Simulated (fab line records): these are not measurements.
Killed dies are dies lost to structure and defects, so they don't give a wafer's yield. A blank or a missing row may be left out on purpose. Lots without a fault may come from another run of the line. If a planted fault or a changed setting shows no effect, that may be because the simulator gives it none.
fab line records | flow n5-finfet
[record] lots = 6 | wafers = 18 | last-day = 19
route steps=1938 shown MIM_TOP_LITHO@1839 MIM_TOP_ETCH@1851 MIM_BOT_LITHO@1854 PASSIVATION@1936
lots untouched by any fault: they come from a run of this same line in which no faults occurred
start-h: start of the lot's first displayed wafer, in hours after the record's first day | wait-h: hours since the lot's step before | " identical to the entry in the row above | L1.1+2: several wafers, shown together as one row | - no value, or no start was given | * or withheld: withheld | < > ~ a bound
route shown NAME@n: a module of which the file shows steps, and the number in the route of the first | usual: mean and standard deviation over wafers with no fault | same: alike in all rows | chamber/n: place in a boat | sites: each site's reading | _std_site: the standard deviation of these | _edge_site: inner sites' mean taken away from outer sites' mean | radius-mm: how far each site lies from the wafer's centre | mask NAME#n: copy n | behind: the tool/chamber that last shaped the wafer | hold: cause of the lot's hold/its duration in hours/its outcome | device: whichever transistor did not switch (one of n, p or np) | end of line: the route-end tests of the same wafers | for a step that has no rows: nothing shown but its recipe | killed: at the first sort, the dies lost to defects and structure; wafer yield is something else | map: the dies of a wafer, with x for killed, . for not killed, _ for no die there
set.NAME: the run value of the setting; set.NAME@STEP: its run value at that earlier step | model.NAME: the simulator's own value behind a step, which no gauge read
a table for each step, a row for each wafer; lots at some steps of the route
services: when a tool's chamber went out of use (start-h, in hours from the record's first day, below 0 if earlier), for how many hours, and the reason
[[steps]]
[step N5_MIM_TOP_LITHO_HMDS_01]
[recipe] time-s = 60 | temp-c = 120
[step N5_MIM_TOP_LITHO_COAT_02]
[recipe] spin-rpm = * | resist-thk-nm = *
[step N5_MIM_TOP_LITHO_EBR_04]
[recipe] solvent = PGMEA | ebr-width-mm = 1.5
[step N5_MIM_TOP_LITHO_SOFTBAKE_03]
[recipe] temp-c = 100 | time-s = 90
[step N5_MIM_TOP_LITHO_EXPOSE_05]
[recipe] mask-id = MIM_TOP | na = 0.55 | source-shape = conventional | sigma-outer = 0.8 | polarization = unpolarized | target-cd-nm = 2000 | dose-mj = 20.5
[step N5_MIM_TOP_LITHO_PEB_06]
[recipe] peb-temp-c = withheld | peb-time-s = *
[step N5_MIM_TOP_LITHO_DEVELOP_07]
[recipe] develop-time-s = 60 | rinse-liquid = diw | dry = air-spin | dev-temp-c = 21
[step N5_MIM_TOP_LITHO_HARDBAKE_09]
[recipe] temp-c = 130 | time-s = 120
[step N5_MIM_TOP_LITHO_CD_MEAS_08]
[recipe] target-cd-nm = 2000 | landing-energy-ev = 500 | detector = se-inlens
[usual] cd-nm = 2000.5/1.4
[same] landing-energy-ev = 500
lot.wafer | tool      | chamber | start-h | wait-h | cd-nm
L503.3    | cd-sem-02 | 0       | 289.69  | -      | 1999.6
L503.5    | "         | 0       | "       | "      | 2001.2
L503.6    | "         | 0       | "       | "      | 1999.6
L508.1    | cd-sem-02 | 0       | 317.66  | -      | 1998.1
L508.3    | "         | 0       | "       | "      | 1999.7
L508.4    | "         | 0       | "       | "      | 1999.7
L514.2    | cd-sem-01 | 0       | 408.20  | -      | 2000.7
L514.3    | "         | 0       | "       | "      | 1999.8
L514.5    | "         | 0       | "       | "      | 1998.5
L517.1    | cd-sem-02 | 0       | 408.52  | -      | 1999.1
L517.4    | "         | 0       | "       | "      | 1998.5
L517.5    | "         | 0       | "       | "      | 1999.3
L520.1    | cd-sem-03 | 0       | 417.88  | -      | 2000.6
L520.2    | "         | 0       | "       | "      | 2002.3
L520.6    | "         | 0       | "       | "      | 2001.4
L521.4    | cd-sem-01 | 0       | 439.44  | -      | 2001.0
L521.5    | "         | 0       | "       | "      | 2000.3
L521.6    | "         | 0       | "       | "      | 2000.5
[step N5_MIM_TOP_LITHO_OVL_MEAS_11]
[recipe] points-per-wafer = 44
[usual] MIM_TOP_OVL = 2/6.3
lot.wafer | tool       | chamber | start-h | wait-h | MIM_TOP_OVL[nm]
L503.3    | overlay-01 | 0       | 289.72  | 0.0    | 11
L503.5    | "          | 0       | "       | "      | 13
L503.6    | "          | 0       | "       | "      | 2
L508.1    | overlay-01 | 0       | 317.71  | 0.0    | -1
L508.3    | "          | 0       | "       | "      | -5
L508.4    | "          | 0       | "       | "      | 5
L514.2    | overlay-01 | 0       | 408.23  | 0.0    | 7
L514.3    | "          | 0       | "       | "      | -8
L514.5    | "          | 0       | "       | "      | -9
L517.1    | overlay-02 | 0       | 408.55  | 0.0    | 1
L517.4    | "          | 0       | "       | "      | 10
L517.5    | "          | 0       | "       | "      | 2
L520.1    | overlay-02 | 0       | 417.91  | 0.0    | 0
L520.2    | "          | 0       | "       | "      | 1
L520.6    | "          | 0       | "       | "      | 5
L521.4    | overlay-02 | 0       | 439.46  | 0.0    | -3
L521.5    | "          | 0       | "       | "      | 5
L521.6    | "          | 0       | "       | "      | 2
[step N5_MIM_TOP_LITHO_INSPECT_12]
[recipe] mode = adi | inspect-instrument = macro
[usual] raw-defect-count = 2.0/1.4
lot.wafer | tool              | chamber | start-h | wait-h | raw-defect-count
L503.3    | defect-inspect-01 | -       | 289.74  | 0.0    | 3
L503.5    | "                 | -       | "       | "      | 1
L503.6    | "                 | -       | "       | "      | 0
L508.1    | defect-inspect-02 | -       | 317.73  | 0.0    | 2
L508.3    | "                 | -       | "       | "      | 3
L508.4    | "                 | -       | "       | "      | 2
L514.2    | defect-inspect-01 | -       | 408.25  | 0.0    | 0
L514.3    | "                 | -       | "       | "      | 4
L514.5    | "                 | -       | "       | "      | 2
L517.1    | defect-inspect-02 | -       | 408.58  | 0.0    | 1
L517.4    | "                 | -       | "       | "      | 1
L517.5    | "                 | -       | "       | "      | 1
L520.1    | defect-inspect-01 | -       | 417.94  | 0.0    | 2
L520.2    | "                 | -       | "       | "      | 0
L520.6    | "                 | -       | "       | "      | 1
L521.4    | defect-inspect-01 | -       | 439.49  | 0.0    | 0
L521.5    | "                 | -       | "       | "      | 2
L521.6    | "                 | -       | "       | "      | 2
[step N5_MIM_TOP_LITHO_DESCUM_10]
[recipe] chemistry = O2 | time-s = 7.9 | source-power-w = 50 | bias-power-w = 20 | pressure-mtorr = 20 | rf-frequency-hz = 2.712e+07 | temp-c = 40 | o2-flow-sccm = 225
[usual] drypump-motor-current-A = 5.8/0.51 | oes-product-au = 0.80/0.083 | rf-vpp-V = 243.1/1.2 | showerhead-plenum-p-Torr = 2.09/0.053 | throttle-valve-pct = 20.47/0.24
[same] time-s = 7.9
lot.wafer | tool        | chamber | start-h | wait-h | drypump-motor-current-A | oes-product-au | rf-hours-counter-h | rf-vpp-V | showerhead-plenum-p-Torr | throttle-valve-pct
L503.3    | rie-diel-04 | 1       | 289.77  | 0.0    | 6.2                     | 0.89           | 25                 | 242.9    | 2.04                     | 20.20
L503.5    | "           | 3       | "       | "      | 5.5                     | 0.86           | -                  | 243.7    | 2.12                     | 20.29
L503.6    | "           | 0       | "       | "      | 6.2                     | 0.88           | -                  | 243.2    | 2.13                     | 20.24
L508.1    | rie-diel-04 | 1       | 317.77  | 0.0    | 6.2                     | 0.89           | 36                 | 242.5    | 2.03                     | 20.22
L508.3    | "           | 0       | "       | "      | 6.2                     | 0.87           | 39                 | 244.7    | 2.13                     | 20.25
L508.4    | "           | 2       | "       | "      | 5.5                     | 0.68           | 226                | 244.2    | 2.06                     | 20.76
L514.2    | rie-diel-01 | 0       | 408.31  | 0.1    | 6.5                     | 0.78           | 135                | 241.7    | 2.01                     | 20.44
L514.3    | "           | 2       | "       | "      | 5.0                     | 0.85           | 64                 | 243.6    | 2.13                     | 20.13
L514.5    | "           | 0       | "       | "      | 6.5                     | 0.77           | -                  | 242.9    | 2.01                     | 20.44
L517.1    | rie-diel-01 | 0       | 408.75  | 0.2    | 6.5                     | 0.78           | 135                | 241.8    | 2.01                     | 20.45
L517.4    | "           | 0       | "       | "      | 6.4                     | 0.77           | -                  | 241.3    | 2.01                     | 20.44
L517.5    | "           | 2       | "       | "      | 5.0                     | 0.85           | -                  | 242.5    | 2.12                     | 20.14
L520.1    | rie-diel-01 | 3       | 420.29  | 2.4    | 5.2                     | 0.69           | 216                | 242.6    | 2.07                     | 20.85
L520.2    | "           | 0       | "       | "      | 6.4                     | 0.77           | 141                | 241.7    | 2.01                     | 20.47
L520.6    | "           | 3       | "       | "      | 5.2                     | 0.69           | -                  | 243.5    | 2.07                     | 20.85
L521.4    | rie-diel-05 | 1       | 439.52  | 0.0    | 6.6                     | 0.71           | 225                | 242.8    | 2.07                     | 20.43
L521.5    | "           | 3       | "       | "      | 5.9                     | 0.73           | -                  | 241.7    | 2.00                     | 20.77
L521.6    | "           | 0       | "       | "      | 5.7                     | 0.74           | -                  | 244.0    | 2.18                     | 20.65
[step N5_MIM_TOP_ETCH_ETCH_00]
[recipe] chemistry = Cl2/BCl3 | target = TiN | target-depth-a = 385 | ion-energy-ev = 150 | pressure-mtorr = 10 | icp-w = 1000 | bias-w = 126 | Cl2_flow_sccm = 53.25 | bcl3-flow-sccm = 21.75 | Ar_flow_sccm = 25
[usual] drypump-motor-current-A = 5.95/0.13 | oes-product-au = 0.80/0.076 | throttle-valve-pct = 22.61/0.27
lot.wafer | tool         | chamber | start-h | wait-h | drypump-motor-current-A | oes-product-au | rf-hours-counter-h | throttle-valve-pct
L503.3    | rie-metal-03 | 0       | 289.90  | 0.1    | 5.79                    | 0.91           | -                  | 22.91
L503.5    | "            | 1       | "       | "      | 5.93                    | 0.88           | -                  | 22.44
L503.6    | "            | 0       | "       | "      | 5.80                    | 0.92           | -                  | 22.91
L508.1    | rie-metal-02 | 1       | 317.85  | 0.1    | 5.79                    | 0.73           | 49                 | 22.46
L508.3    | "            | 1       | "       | "      | 5.78                    | 0.74           | -                  | 22.45
L508.4    | "            | 0       | "       | "      | 6.13                    | 0.76           | -                  | 22.98
L514.2    | rie-metal-02 | 1       | 408.39  | 0.1    | 5.83                    | 0.73           | 56                 | 22.45
L514.3    | "            | 0       | "       | "      | 6.10                    | 0.75           | -                  | 22.99
L514.5    | "            | 1       | "       | "      | 5.82                    | 0.73           | -                  | 22.46
L517.1    | rie-metal-02 | 1       | 408.83  | 0.1    | 5.84                    | 0.72           | 57                 | 22.47
L517.4    | "            | 0       | "       | "      | 6.13                    | 0.75           | -                  | 22.98
L517.5    | "            | 1       | "       | "      | 5.82                    | 0.73           | -                  | 22.46
L520.1    | rie-metal-02 | 0       | 420.38  | 0.1    | 6.14                    | 0.75           | 63                 | 23.00
L520.2    | "            | 1       | "       | "      | 5.85                    | 0.72           | 57                 | 22.44
L520.6    | "            | 1       | "       | "      | 5.82                    | 0.73           | -                  | 22.47
L521.4    | rie-metal-03 | 1       | 439.65  | 0.1    | 5.97                    | 0.81           | -                  | 22.45
L521.5    | "            | 0       | "       | "      | 5.78                    | 0.86           | -                  | 22.96
L521.6    | "            | 1       | "       | "      | 5.98                    | 0.81           | -                  | 22.46
[step N5_MIM_TOP_ETCH_STRIP_01]
[recipe] chemistry = O2 | power-w = 600 | temp-c = 60 | pressure-mtorr = 30 | rf-frequency-hz = 6e+07 | bias-power-w = 0 | overash-fraction = 0.5 | o2-flow-sccm = 225
[usual] drypump-motor-current-A = 5.7/0.44 | oes-product-au = 0.81/0.084 | rf-vpp-V = 3.3/1.1 | showerhead-plenum-p-Torr = 2.10/0.077 | throttle-valve-pct = 16.68/0.21
lot.wafer | tool        | chamber | start-h | wait-h | drypump-motor-current-A | oes-product-au | rf-hours-counter-h | rf-vpp-V | showerhead-plenum-p-Torr | throttle-valve-pct
L503.3    | rie-diel-02 | 0       | 290.00  | 0.1    | 5.6                     | 0.85           | 56                 | 2.6      | 2.05                     | 16.56
L503.5    | "           | 1       | "       | "      | 6.3                     | 0.88           | -                  | 5.8      | 2.13                     | 16.43
L503.6    | "           | 2       | "       | "      | 6.0                     | 0.71           | -                  | 2.3      | 2.18                     | 16.91
L508.1    | rie-diel-02 | 0       | 317.99  | 0.1    | 5.6                     | 0.86           | 64                 | 3.7      | 2.05                     | 16.60
L508.3    | "           | 1       | "       | "      | 6.3                     | 0.83           | 52                 | 2.4      | 2.13                     | 16.38
L508.4    | "           | 2       | "       | "      | 6.0                     | 0.70           | 208                | 3.3      | 2.18                     | 16.94
L514.2    | rie-diel-03 | 0       | 408.71  | 0.3    | 4.8                     | 0.75           | 114                | 2.6      | 2.03                     | 16.56
L514.3    | "           | 2       | "       | "      | 5.3                     | 0.86           | 54                 | 3.1      | 2.22                     | 16.61
L514.5    | "           | 3       | "       | "      | 5.5                     | 0.82           | -                  | 1.1      | 2.21                     | 16.62
L517.1    | rie-diel-06 | 0       | 409.05  | 0.2    | 5.2                     | 0.83           | 72                 | 2.5      | 2.04                     | 16.51
L517.4    | "           | 2       | "       | "      | 6.4                     | 0.70           | -                  | 3.0      | 1.99                     | 16.67
L517.5    | "           | 0       | "       | "      | 5.2                     | 0.85           | -                  | 4.3      | 2.04                     | 16.56
L520.1    | rie-diel-06 | 1       | 420.61  | 0.2    | 5.6                     | 0.97           | 10                 | 4.5      | 2.15                     | 16.68
L520.2    | "           | 2       | "       | "      | 6.5                     | 0.68           | 224                | 3.7      | 1.99                     | 16.70
L520.6    | "           | 3       | "       | "      | 5.5                     | 1.01           | -                  | 2.6      | 2.05                     | 16.52
L521.4    | rie-diel-02 | 1       | 439.75  | 0.1    | 6.3                     | 0.83           | 88                 | 2.6      | 2.12                     | 16.49
L521.5    | "           | 1       | "       | "      | 6.4                     | 0.81           | -                  | 4.1      | 2.12                     | 16.48
L521.6    | "           | 2       | "       | "      | 6.0                     | 0.69           | -                  | 3.1      | 2.16                     | 16.93
[step N5_MIM_TOP_ETCH_PECVD_03]
[recipe] material = SiNx | target-thk-a = 200 | temp-c = 400 | precursor = SiH4/NH3/N2 | pressure-torr = 1.5 | rf-w = 300 | time-s = 17.6
[usual] heater-power-w = 775/73 | showerhead-plenum-p-Torr = 5.18/0.066 | throttle-valve-pct = 40.2/2.8
[same] time-s = 17.6
lot.wafer | tool     | chamber | start-h | wait-h | heater-power-w | showerhead-plenum-p-Torr | throttle-valve-pct
L503.3    | pecvd-02 | 2       | 290.07  | -      | 824            | 5.20                     | 38.3
L503.5    | "        | 1       | "       | "      | 732            | 5.24                     | 43.3
L503.6    | "        | 0       | "       | "      | 791            | 5.02                     | 42.0
L508.1    | pecvd-02 | 0       | 318.06  | -      | 742            | 5.04                     | 41.9
L508.3    | "        | 1       | "       | "      | 710            | 5.25                     | 43.2
L508.4    | "        | 1       | "       | "      | 712            | 5.25                     | 43.4
L514.2    | pecvd-02 | 0       | 408.77  | -      | 699            | 5.04                     | 42.1
L514.3    | "        | 0       | "       | "      | 690            | 5.03                     | 42.0
L514.5    | "        | 2       | "       | "      | 813            | 5.20                     | 38.8
L517.1    | pecvd-02 | 0       | 409.12  | -      | 780            | 5.04                     | 41.5
L517.4    | "        | 2       | "       | "      | 935            | 5.21                     | 38.9
L517.5    | "        | 2       | "       | "      | 892            | 5.19                     | 38.7
L520.1    | pecvd-04 | 1       | 420.67  | -      | 750            | 5.13                     | 38.1
L520.2    | "        | 0       | "       | "      | 711            | 5.19                     | 44.5
L520.6    | "        | 0       | "       | "      | 708            | 5.18                     | 44.5
L521.4    | pecvd-04 | 1       | 439.83  | -      | 753            | 5.14                     | 38.4
L521.5    | "        | 2       | "       | "      | 720            | 5.09                     | 39.2
L521.6    | "        | 0       | "       | "      | 816            | 5.19                     | 44.3
[step N5_MIM_BOT_LITHO_HMDS_01]
[recipe] time-s = 60 | temp-c = 120
[step N5_MIM_BOT_LITHO_COAT_02]
[recipe] spin-rpm = * | resist-thk-nm = *
[step N5_MIM_BOT_LITHO_EBR_04]
[recipe] solvent = PGMEA | ebr-width-mm = 1.5
[step N5_MIM_BOT_LITHO_SOFTBAKE_03]
[recipe] temp-c = 100 | time-s = 90
[step N5_MIM_BOT_LITHO_EXPOSE_05]
[recipe] mask-id = MIM_BOT | na = 0.55 | source-shape = conventional | sigma-outer = 0.8 | polarization = unpolarized | dose-mj = 24.25
[step N5_MIM_BOT_LITHO_PEB_06]
[recipe] peb-temp-c = withheld | peb-time-s = *
[step N5_MIM_BOT_LITHO_DEVELOP_07]
[recipe] develop-time-s = 60 | rinse-liquid = diw | dry = air-spin | dev-temp-c = 21
[step N5_MIM_BOT_LITHO_HARDBAKE_09]
[recipe] temp-c = 130 | time-s = 120
[step N5_MIM_BOT_LITHO_CD_MEAS_08]
[recipe] target-cd-nm = 3000 | landing-energy-ev = 500 | detector = se-inlens | polarity = opening
[usual] cd-nm = 2999.5/1.5
[same] landing-energy-ev = 500
lot.wafer | tool      | chamber | start-h | wait-h | cd-nm
L503.3    | cd-sem-03 | 0       | 290.42  | -      | 2995.8
L503.5    | "         | 0       | "       | "      | 2996.4
L503.6    | "         | 0       | "       | "      | 2995.2
L508.1    | cd-sem-03 | 0       | 318.41  | -      | 2999.2
L508.3    | "         | 0       | "       | "      | 2996.7
L508.4    | "         | 0       | "       | "      | 2998.6
L514.2    | cd-sem-02 | 0       | 409.28  | -      | 2996.8
L514.3    | "         | 0       | "       | "      | 2997.8
L514.5    | "         | 0       | "       | "      | 2998.7
L517.1    | cd-sem-02 | 0       | 409.50  | -      | 2998.5
L517.4    | "         | 0       | "       | "      | 3000.3
L517.5    | "         | 0       | "       | "      | 2999.8
L520.1    | cd-sem-01 | 0       | 421.15  | -      | 3001.5
L520.2    | "         | 0       | "       | "      | 3001.4
L520.6    | "         | 0       | "       | "      | 3000.1
L521.4    | cd-sem-02 | 0       | 440.17  | -      | 2998.9
L521.5    | "         | 0       | "       | "      | 2999.7
L521.6    | "         | 0       | "       | "      | 3002.0
[step N5_MIM_BOT_LITHO_OVL_MEAS_11]
[recipe] points-per-wafer = 44
[usual] MIM_BOT_OVL = 0/5.8
lot.wafer | tool       | chamber | start-h | wait-h | MIM_BOT_OVL[nm]
L503.3    | overlay-01 | 0       | 290.45  | 0.0    | 1
L503.5    | "          | 0       | "       | "      | 7
L503.6    | "          | 0       | "       | "      | -3
L508.1    | overlay-01 | 0       | 318.46  | 0.0    | -3
L508.3    | "          | 0       | "       | "      | -2
L508.4    | "          | 0       | "       | "      | 8
L514.2    | overlay-01 | 0       | 409.31  | 0.0    | -1
L514.3    | "          | 0       | "       | "      | -7
L514.5    | "          | 0       | "       | "      | -7
L517.1    | overlay-01 | 0       | 409.53  | 0.0    | -7
L517.4    | "          | 0       | "       | "      | -4
L517.5    | "          | 0       | "       | "      | -12
L520.1    | overlay-01 | 0       | 421.18  | 0.0    | -3
L520.2    | "          | 0       | "       | "      | -2
L520.6    | "          | 0       | "       | "      | 2
L521.4    | overlay-02 | 0       | 440.20  | 0.0    | 1
L521.5    | "          | 0       | "       | "      | -7
L521.6    | "          | 0       | "       | "      | 2
[step N5_MIM_BOT_LITHO_INSPECT_12]
[recipe] mode = adi | inspect-instrument = macro
[usual] raw-defect-count = 1.9/1.4
lot.wafer | tool              | chamber | start-h | wait-h | raw-defect-count
L503.3    | defect-inspect-02 | -       | 290.48  | 0.0    | 2
L503.5    | "                 | -       | "       | "      | 2
L503.6    | "                 | -       | "       | "      | 1
L508.1    | defect-inspect-02 | -       | 318.49  | 0.0    | 0
L508.3    | "                 | -       | "       | "      | 2
L508.4    | "                 | -       | "       | "      | 2
L514.2    | defect-inspect-02 | -       | 409.33  | 0.0    | 2
L514.3    | "                 | -       | "       | "      | 3
L514.5    | "                 | -       | "       | "      | 3
L517.1    | defect-inspect-02 | -       | 409.56  | 0.0    | >300
L517.4    | "                 | -       | "       | "      | 1
L517.5    | "                 | -       | "       | "      | >300
L520.1    | defect-inspect-01 | -       | 421.20  | 0.0    | 3
L520.2    | "                 | -       | "       | "      | >300
L520.6    | "                 | -       | "       | "      | >300
L521.4    | defect-inspect-01 | -       | 440.22  | 0.0    | 4
L521.5    | "                 | -       | "       | "      | 2
L521.6    | "                 | -       | "       | "      | 1
[step N5_MIM_BOT_LITHO_DESCUM_10]
[recipe] chemistry = O2 | time-s = 7.9 | source-power-w = 50 | bias-power-w = 20 | pressure-mtorr = 20 | rf-frequency-hz = 2.712e+07 | temp-c = 40 | o2-flow-sccm = 225
[usual] drypump-motor-current-A = 5.9/0.51 | oes-product-au = 0.79/0.078 | rf-vpp-V = 242.9/1.2 | showerhead-plenum-p-Torr = 2.08/0.051 | throttle-valve-pct = 20.47/0.23
[same] time-s = 7.9
lot.wafer | tool        | chamber | start-h | wait-h | drypump-motor-current-A | oes-product-au | rf-hours-counter-h | rf-vpp-V | showerhead-plenum-p-Torr | throttle-valve-pct
L503.3    | rie-diel-05 | 0       | 290.51  | 0.0    | 5.7                     | 0.78           | 110                | 243.5    | 2.20                     | 20.57
L503.5    | "           | 1       | "       | "      | 6.6                     | 0.74           | -                  | 243.6    | 2.09                     | 20.33
L503.6    | "           | 2       | "       | "      | 6.1                     | 0.70           | -                  | 242.8    | 2.15                     | 20.80
L508.1    | rie-diel-04 | 3       | 318.52  | 0.0    | 5.5                     | 0.85           | 68                 | 243.5    | 2.11                     | 20.30
L508.3    | "           | 2       | "       | "      | 5.5                     | 0.68           | 226                | 241.9    | 2.06                     | 20.76
L508.4    | "           | 1       | "       | "      | 6.2                     | 0.88           | 36                 | 241.6    | 2.03                     | 20.22
L514.2    | rie-diel-01 | 3       | 409.36  | 0.0    | 5.2                     | 0.69           | 211                | 243.1    | 2.07                     | 20.84
L514.3    | "           | 2       | "       | "      | 5.0                     | 0.86           | 64                 | 244.4    | 2.13                     | 20.13
L514.5    | "           | 0       | "       | "      | 6.5                     | 0.77           | -                  | 242.3    | 2.01                     | 20.46
L517.1    | rie-diel-01 | 0       | 409.59  | 0.0    | 6.5                     | 0.77           | 135                | 241.0    | 2.01                     | 20.45
L517.4    | "           | 0       | "       | "      | 6.5                     | 0.77           | -                  | 241.7    | 2.01                     | 20.44
L517.5    | "           | 2       | "       | "      | 5.0                     | 0.86           | -                  | 242.6    | 2.12                     | 20.13
L520.1    | rie-diel-01 | 0       | 421.84  | 0.6    | 6.5                     | 0.76           | 142                | 241.7    | 2.01                     | 20.47
L520.2    | "           | 3       | "       | "      | 5.2                     | 0.68           | 217                | 242.4    | 2.07                     | 20.85
L520.6    | "           | 0       | "       | "      | 6.5                     | 0.77           | -                  | 243.0    | 2.01                     | 20.48
L521.4    | rie-diel-01 | 1       | 440.26  | 0.0    | 5.6                     | 0.98           | 6                  | 243.5    | 2.07                     | 20.43
L521.5    | "           | 3       | "       | "      | 5.2                     | 0.68           | -                  | 241.0    | 2.06                     | 20.86
L521.6    | "           | 2       | "       | "      | 5.0                     | 0.83           | -                  | 243.2    | 2.12                     | 20.15
[step N5_PASSIVATION_PROBE_49]
[usual] defect-limited-yield = 91.6/1.6 | killed_at_M0_to_M3 = 32/9.7 | killed_at_M4_up = 13/4.4 | killed-at-contacts = 12/6.5 | killed-at-front-end = 38/12 | killed-at-other = 3.7/3 | killed-dies = 99/18 | killed-on-rim = 13/3.9 | killed-open = 66/14 | killed-short = 32/7.5 | sort_bin_5_function = 4.9/1 | sort_bin_6_memory = 3.2/0.73 | sort-n-pass = 1081/18 | sort-yield-pct = 91.6/1.6
[same] gross-dies = 1180 | killed-at-back-side = 0 | sort_bin_4_leakage[%] = 0 | sort_bin_8_speed[%] = 0
lot.wafer | tool      | chamber | start-h | wait-h | defect-limited-yield[%] | killed_at_M0_to_M3 | killed_at_M4_up | killed-at-contacts | killed-at-front-end | killed-at-other | killed-dies | killed-on-rim | killed-open | killed-short | sort_bin_5_function[%] | sort_bin_6_memory[%] | sort-n-pass | sort-yield-pct[%]
L517.1    | prober-01 | -       | 419.29  | 0.0    | 83.6                    | 24                 | 12              | 5                  | 32                  | 121             | 194         | 26            | 52          | 27           | 10.2                   | 4.0                  | 986         | 83.6
L517.5    | prober-01 | -       | 419.49  | 0.2    | 85.1                    | 18                 | 9               | 11                 | 18                  | 120             | 176         | 25            | 38          | 22           | 9.0                    | 3.4                  | 1004        | 85.1
L520.2    | prober-01 | -       | 430.89  | 0.1    | 81.2                    | 35                 | 13              | 13                 | 38                  | 123             | 222         | 33            | 68          | 32           | 11.4                   | 4.6                  | 958         | 81.2
L520.6    | prober-01 | -       | 431.09  | 0.3    | 81.8                    | 26                 | 17              | 15                 | 31                  | 126             | 215         | 26            | 65          | 29           | 11.6                   | 3.6                  | 965         | 81.8
// killed by level:class
L517.1 MIM_TOP_ETCH:unspecified=115 BEOL_M3:geometric-particle:open=9 FIN_SAQP:geometric-particle:short=5 BEOL_M0_SAQP:geometric-particle:open=5 MOL_CONTACT_COAG:geometric-particle:open=5 FIN_SAQP:geometric-particle:open=4 DUMMY_GATE:geometric-particle:open=4 GATE_CUT:geometric-particle:short=4
L517.5 MIM_TOP_ETCH:unspecified=116 MOL_CONTACT_COAG:geometric-particle:open=9 BEOL_M0_SAQP:geometric-particle:open=4 DUMMY_GATE:geometric-particle:open=3 GATE_CUT:geometric-particle:short=3 BEOL_M0_SAQP:geometric-particle:short=3 BEOL_M2:geometric-particle:open=3 BEOL_M3:geometric-particle:open=3
L520.2 MIM_TOP_ETCH:unspecified=120 STI_FIN_REVEAL:geometric-particle:open=11 BEOL_M1:geometric-particle:open=10 MOL_CONTACT_COAG:geometric-particle:open=8 BEOL_M0_SAQP:geometric-particle:short=6 BEOL_M3:geometric-particle:open=6 BEOL_M4:geometric-particle:open=6 BEOL_M0_SAQP:geometric-particle:open=5
L520.6 MIM_TOP_ETCH:unspecified=119 MOL_CONTACT_COAG:geometric-particle:open=13 BEOL_M3:geometric-particle:open=9 FIN_SAQP:geometric-particle:short=8 BEOL_M4:geometric-particle:open=7 FIN_SAQP:geometric-particle:open=5 STARTING-WAFER:geometric-particle:open=5 BEOL_M0_SAQP:geometric-particle:open=4
// map L517.1 (x killed, . not)
_________________x......x....________________
______________xxxx..x....x.....x_____________
___________xxxxxxxx..x.....x.......__________
__________xxxxxxxxxxx........x.x...._________
________xxxxxxxxxxxxxxx.........x....._______
_______.xxxxxxxxxxxxxx.................______
______xxxxxxxxxxxxxxxxx............x...._____
_____...xx.xxxxxxxxxxx...................____
____.....xxxxxxxxxxxx....x......x.......x.___
___..x..x..xxxxxxxx.x....................x.__
___.....xx..xxxxxxxx.......................__
__..x.......xxxx............................_
__...........x...xx...........x............._
_.........x.........x......................x.
_............x...............................
_.....x............................x....x....
_........x..x...xx...........................
_x...................xx................x.....
_..x............x...........x................
_..............................x.............
_...x.x.....xx...............................
__...............x.......x.................._
__..x.x...x..............x.........x........_
___....x..x............................x...__
___.x....x.x...............................__
____....x..........x...x......x...........___
_____....x...............................____
______..x............x.............x...x_____
_______.....xx........x.....x....x.....______
________................x...x........._______
__________.........................._________
___________.........x..x...........__________
______________.x................_____________
_________________............________________
// map L520.2 (x killed, . not)
_________________..x...x.....________________
______________xxxx.............._____________
___________xxxxxxxx.x...........x..__________
__________.xxxxxxxx.xx........x....._________
________xxxxxxxxxxxx.................._______
_______xx.xxxxxxxxxxxxx.............x.x______
______.xxxxxxxxxxxxxx.........x...x....._____
_____..xxxxxxxxxxxxxxx.x..x..............____
____...xx.xxxxxxxxxx.x...x.........xx.....___
___...xxxxxxxxxxxx..xx...x...x......x......__
___...x.x.xxxxxxxx.........................__
__.........xxxxxx.....x........x.......x...._
__.......x....xxx.........................x._
_................x...x....................x..
_.............x.......x.x.....x...x..........
_.............x....x........................x
_.x...x............x.........x...xx.........x
_..xx...........x......x......x..............
_.........x.........x...............x....x...
_........x...............x...................
_.......xx...x.x.....x...x..................x
__...x........xx..x.............x..........._
__xx........x..................x.......x...._
___....................x............x...x..__
___xx...................x...........x.....x__
____...........................x.......x..___
_____.....x..........xx.x.x........x...x.____
______......x.....x....................._____
_______.x...............x...x.........x______
________........x...................xx_______
__________.x........................_________
___________....x...x..........x....__________
______________.................._____________
_________________............________________
[[services]]
tool        | chamber | start-h | hours | kind
pecvd-02    | 2       | 278.86  | 5.5   | scheduled-down
pecvd-02    | 0       | 284.32  | 2.1   | scheduled-down
rie-diel-04 | 2       | 287.32  | 7.5   | repair
rie-diel-04 | 2       | 308.08  | 5.8   | repair
pecvd-02    | -       | 309.13  | 1.0   | repair
rie-diel-05 | 2       | 313.06  | 5.9   | repair
rie-diel-03 | 3       | 318.68  | 3.2   | repair
rie-diel-06 | 3       | 326.10  | 3.0   | repair
rie-diel-04 | 2       | 326.28  | 1.8   | repair
pecvd-02    | 1       | 345.74  | -     | calibration
pecvd-02    | 2       | 362.64  | -     | calibration
rie-diel-03 | 2       | 381.01  | 1.2   | repair
rie-diel-02 | -       | 383.04  | 0.7   | repair
pecvd-02    | 1       | 383.62  | -     | clean
rie-diel-06 | -       | 385.21  | 14.6  | pm
rie-diel-03 | 1       | 388.62  | 8.8   | repair
rie-diel-01 | 1       | 406.85  | -     | clean
rie-diel-01 | 1       | 406.85  | -     | consumable-replace:focus-ring
rie-diel-05 | -       | 414.47  | 4.0   | pm
rie-diel-05 | -       | 418.47  | 2.8   | pm
pecvd-04    | -       | 424.65  | 5.5   | pm
rie-diel-05 | 0       | 428.66  | 5.9   | repair
rie-diel-02 | 2       | 428.98  | 2.7   | repair
rie-diel-04 | -       | 430.76  | 2.8   | pm
[[key]]
[first-sign] step = N5_MIM_BOT_LITHO_INSPECT_12 | reading = raw-defect-count | direction = up | sigmas = 99+ | usual = 1.9 | struck = >300
[effect] step = N5_PASSIVATION_PROBE_49 | reading = killed-at-other | direction = up | sigmas = 40 | usual = 3.7 | struck = 122.5
[more-kills-born-at] N5_MIM_TOP_ETCH_ETCH_00@rie-metal-02 = 470
met-at N5_MIM_TOP_ETCH_ETCH_00
struck-wafers L517.1,L517.5,L520.2,L520.6
onset-between 408.39 408.83
[fault] kind = chamber-particle-source | tool = rie-metal-02 | chamber = 1 | onset-h = 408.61 | steps = N5_MIM_TOP_ETCH_ETCH_00 | rate-per-visit-cm2 = 1.0673 | end-h = 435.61
